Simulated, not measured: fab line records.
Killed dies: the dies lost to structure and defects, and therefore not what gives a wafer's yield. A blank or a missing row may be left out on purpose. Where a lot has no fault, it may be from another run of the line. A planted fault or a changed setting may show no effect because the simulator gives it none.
Which tool did it? | flow nandHarc | 12 lots, 36 wafers sampled, at 6 steps of a route of 1302

## WHAT THE GAUGES READ, wafer by wafer
NHARC_P_CONTACT_CD_MEAS_12: the cd target is 90 nm. Usual: cdNm reads 89.9 nm (standard deviation 0.65).
lot  | measured     | on       | cdNm (nm)      | flag
L628 | day 6 08:18  | cdSem-03 | 89.8 89.9 88.6 | 
L629 | day 6 12:29  | cdSem-03 | 89.3 91.5 90.2 | 
L630 | day 7 02:34  | cdSem-03 | 89.9 90.2 90.2 | 
L631 | day 7 11:55  | cdSem-02 | 87.9 88.5 88.4 | 
L640 | day 11 22:02 | cdSem-03 | 91.2 90.0 89.7 | 
L642 | day 11 23:07 | cdSem-03 | 90.3 89.5 88.9 | 
L641 | day 12 00:32 | cdSem-02 | 91.2 90.2 89.3 | 
L645 | day 13 13:44 | cdSem-01 | 89.7 91.0 91.4 | 
L646 | day 13 18:47 | cdSem-01 | 89.7 89.7 90.7 | 
L647 | day 14 05:04 | cdSem-03 | 90.2 89.8 89.0 | 
L648 | day 14 13:34 | cdSem-03 | 89.5 88.9 90.0 | 
L650 | day 15 11:56 | cdSem-01 | 90.0 91.0 90.2 | 

NHARC_END_SORT_01. Usual: killedAtArray 53, standard deviation 19; killedAtOther 0.7, standard deviation 1.1; killedAtPeriphery 4.2, standard deviation 2.7; killedDies 58, standard deviation 18; killedOpen 3.1, standard deviation 1.9; killedShort 2.5, standard deviation 1.6.
lot  | measured     | on        | killedAtArray | killedAtOther | killedAtPeriphery | killedDies | killedOpen | killedShort | flag
L631 | day 25 20:16 | prober-01 | 40 51 49      | 0 0 0         | 4 1 5             | 44 52 54   | 4 3 4      | 3 2 3       | 
L640 | day 30 04:57 | prober-01 | 51 49 45      | 0 0 0         | 7 1 3             | 58 50 48   | 7 0 4      | 1 3 1       | 
L647 | day 33 03:59 | prober-02 | 30 34 31      | 1 2 1         | 7 3 9             | 38 39 41   | 1 3 5      | 1 2 2       | 

## EACH LOT AND THE TOOL THAT RAN IT (in order: tool; ch and the chambers of the sampled wafers; start)
lot  | NHARC_P_GATE_RTA_64             | NHARC_P_CONTACT_CMP_01        | NHARC_P_CONTACT_EXPOSE_09         | NHARC_P_CONTACT_ETCH_18
L628 | rtpAnneal-01 ch 0, day 6 05:25  | cmp-02 ch 2,3, day 6 07:29    | arfiScanner-03 ch 0, day 6 08:10  | rieDiel-12 ch 1,2, no start
L629 | rtpAnneal-02 ch 0, day 6 09:38  | cmp-04 ch 1,2,3, day 6 11:39  | arfiScanner-02 ch 0, day 6 12:20  | rieDiel-08 ch 0,3, no start
L630 | rtpAnneal-02 ch 0, day 6 23:44  | cmp-02 ch 0,2,3, day 7 01:46  | arfiScanner-03 ch 0, day 7 02:25  | rieDiel-08 ch 0,2, no start
L631 | rtpAnneal-01 ch 0, day 7 09:11  | cmp-02 ch 0,2,3, day 7 11:13  | arfiScanner-03 ch 0, day 7 11:47  | rieDiel-08 ch 0,1,3, day 25 20:16 or earlier
L640 | rtpAnneal-01 ch 0, day 11 19:04 | cmp-04 ch 1,2,3, day 11 21:23 | arfiScanner-03 ch 0, day 11 21:54 | rieDiel-08 ch 0,1, day 30 04:57 or earlier
L642 | rtpAnneal-01 ch 0, day 11 20:23 | cmp-02 ch 0,1, day 11 22:24   | arfiScanner-03 ch 0, day 11 22:58 | rieDiel-12 ch 0,2, no start
L641 | rtpAnneal-02 ch 0, day 11 21:47 | cmp-03 ch 0,3, day 11 23:51   | arfiScanner-03 ch 0, day 12 00:23 | rieDiel-08 ch 2,3, no start
L645 | rtpAnneal-01 ch 0, day 13 10:54 | cmp-04 ch 2,3, day 13 12:54   | arfiScanner-01 ch 0, day 13 13:35 | rieDiel-10 ch 0,1, no start
L646 | rtpAnneal-01 ch 0, day 13 15:55 | cmp-04 ch 0,2,3, day 13 17:59 | arfiScanner-02 ch 0, day 13 18:39 | rieDiel-10 ch 1,2, no start
L647 | rtpAnneal-02 ch 0, day 14 02:22 | cmp-02 ch 0,1, day 14 04:22   | arfiScanner-02 ch 0, day 14 04:56 | rieDiel-12 ch 0,1,3, day 33 03:59 or earlier
L648 | rtpAnneal-01 ch 0, day 14 10:32 | cmp-03 ch 0,3, day 14 12:44   | arfiScanner-03 ch 0, day 14 13:26 | rieDiel-12 ch 0,1, no start
L650 | rtpAnneal-01 ch 0, day 15 09:02 | cmp-03 ch 0,1, day 15 11:07   | arfiScanner-01 ch 0, day 15 11:48 | rieDiel-08 ch 0,1,2, no start
- NHARC_P_GATE_RTA_64: time 1 s.
- NHARC_P_CONTACT_CMP_01: polishes SiO2, target thk 200 nm.
- NHARC_P_CONTACT_EXPOSE_09: exposes mask P CA, target cd 90 nm.
- NHARC_P_CONTACT_ETCH_18: etches the open film in C4F8/O2/Ar, target depth 481 nm, time 240.5 s.

## WHAT THE TOOLS THEMSELVES READ (means of the sampled wafers that have a number; where no wafer has one, the mark that the record gives instead)
NHARC_P_GATE_RTA_64. Usual: lampPowerPct 32.4 %, standard deviation 2.6; lamp_zone_1_pct 32.4 %, standard deviation 2.6; lamp_zone_2_pct 32.4 %, standard deviation 2.6; lamp_zone_7_pct 32.8 %, standard deviation 2.7; wafer_temp_C_max 1055.6, standard deviation 1.2.
lot  | tool         | lampPowerPct (%) | lamp_zone_1_pct (%) | lamp_zone_2_pct (%) | lamp_zone_7_pct (%) | wafer_temp_C_max | flag
L628 | rtpAnneal-01 | 30.3             | 30.3                | 30.3                | 30.7                | 1056.2           | 
L629 | rtpAnneal-02 | 35.7             | 35.7                | 35.7                | 36.1                | 1054.4           | 
L630 | rtpAnneal-02 | 35.7             | 35.8                | 35.7                | 36.2                | 1054.3           | 
L631 | rtpAnneal-01 | 30.3             | 30.3                | 30.3                | 30.7                | 1055.4           | 
L640 | rtpAnneal-01 | 30.3             | 30.4                | 30.3                | 30.7                | 1057.0           | 
L642 | rtpAnneal-01 | 30.3             | 30.3                | 30.3                | 30.7                | 1057.4           | 
L641 | rtpAnneal-02 | 35.8             | 35.8                | 35.8                | 36.3                | 1055.3           | 
L645 | rtpAnneal-01 | 30.4             | 30.4                | 30.4                | 30.7                | 1056.7           | 
L646 | rtpAnneal-01 | 30.4             | 30.3                | 30.4                | 30.8                | 1056.5           | 
L647 | rtpAnneal-02 | 35.8             | 35.8                | 35.8                | 36.2                | 1055.6           | 
L648 | rtpAnneal-01 | 30.3             | 30.4                | 30.4                | 30.7                | 1055.9           | 
L650 | rtpAnneal-01 | 30.3             | 30.3                | 30.3                | 30.7                | 1056.6           | 

NHARC_P_CONTACT_CMP_01. Usual: edgeZonePressureFrac 1.000, standard deviation 0.0051; motorCurrentA 12.6 A, standard deviation 1.3; slurryFlowMlMin 150.0, standard deviation 0.47.
lot  | tool   | edgeZonePressureFrac | motorCurrentA (A) | slurryFlowMlMin | flag
L628 | cmp-02 | 1.008                | 12.0              | 149.8           | 
L629 | cmp-04 | 0.996                | 13.6              | 149.8           | 
L630 | cmp-02 | 0.997                | 12.4              | 149.9           | 
L631 | cmp-02 | 1.001                | 12.4              | 149.6           | 
L640 | cmp-04 | 1.001                | 13.5              | 150.3           | 
L642 | cmp-02 | 0.998                | 11.9              | 149.7           | 
L641 | cmp-03 | 1.000                | 13.2              | 150.2           | 
L645 | cmp-04 | 1.006                | 12.1              | 149.9           | 
L646 | cmp-04 | 1.001                | 11.2              | 149.9           | 
L647 | cmp-02 | 1.001                | 12.2              | 150.3           | 
L648 | cmp-03 | 1.000                | 13.2              | 150.3           | 
L650 | cmp-03 | 1.005                | 12.6              | 150.5           | 

NHARC_P_CONTACT_EXPOSE_09. Usual: reticleTempC reads 22.98 C (standard deviation 0.1).
lot  | tool           | reticleTempC (C) | flag
L628 | arfiScanner-03 | 22.90            | 
L629 | arfiScanner-02 | 22.92            | 
L630 | arfiScanner-03 | 23.00            | 
L631 | arfiScanner-03 | 22.90            | 
L640 | arfiScanner-03 | 22.99            | 
L642 | arfiScanner-03 | 22.91            | 
L641 | arfiScanner-03 | 22.94            | 
L645 | arfiScanner-01 | 23.13            | 
L646 | arfiScanner-02 | 23.05            | 
L647 | arfiScanner-02 | 22.88            | 
L648 | arfiScanner-03 | 22.99            | 
L650 | arfiScanner-01 | 23.01            | 

NHARC_P_CONTACT_ETCH_18. Usual: oesProductAu 0.954 a.u., standard deviation 0.022; rfVppV 979 V, standard deviation 6.2.
lot  | tool       | oesProductAu (a.u.) | rfVppV (V) | flag
L628 | rieDiel-12 | 0.925               | 973        | 
L629 | rieDiel-08 | 0.982               | 975        | 
L630 | rieDiel-08 | 0.950               | 983        | 
L631 | rieDiel-08 | 0.983               | 979        | 
L640 | rieDiel-08 | 0.988               | 978        | 
L642 | rieDiel-12 | 0.949               | 972        | 
L641 | rieDiel-08 | 0.982               | 983        | 
L645 | rieDiel-10 | 0.950               | 986        | 
L646 | rieDiel-10 | 0.955               | 984        | 
L647 | rieDiel-12 | 0.965               | 977        | 
L648 | rieDiel-12 | 0.916               | 975        | 
L650 | rieDiel-08 | 0.935               | 983        | 

## THE ANSWER, worked out from the rows above alone
Rule: lot off if the mean of its wafers having a number is beyond 3 standard deviations from the usual mean. Also off: a lot with no number at a reading for which 4 or more lots have one. The other lots that the step has rows for count as sound. First the gauges in route order, then the tools' own readings, where a lot's mean is used as printed above. At the first step where some lot is off, the reading lying furthest off is the one used; lots without a number count as furthest.
Across all readings shown, no lot is off: no conclusion can be drawn from this.

## WHAT WAS PUT IN BY THE SIMULATOR
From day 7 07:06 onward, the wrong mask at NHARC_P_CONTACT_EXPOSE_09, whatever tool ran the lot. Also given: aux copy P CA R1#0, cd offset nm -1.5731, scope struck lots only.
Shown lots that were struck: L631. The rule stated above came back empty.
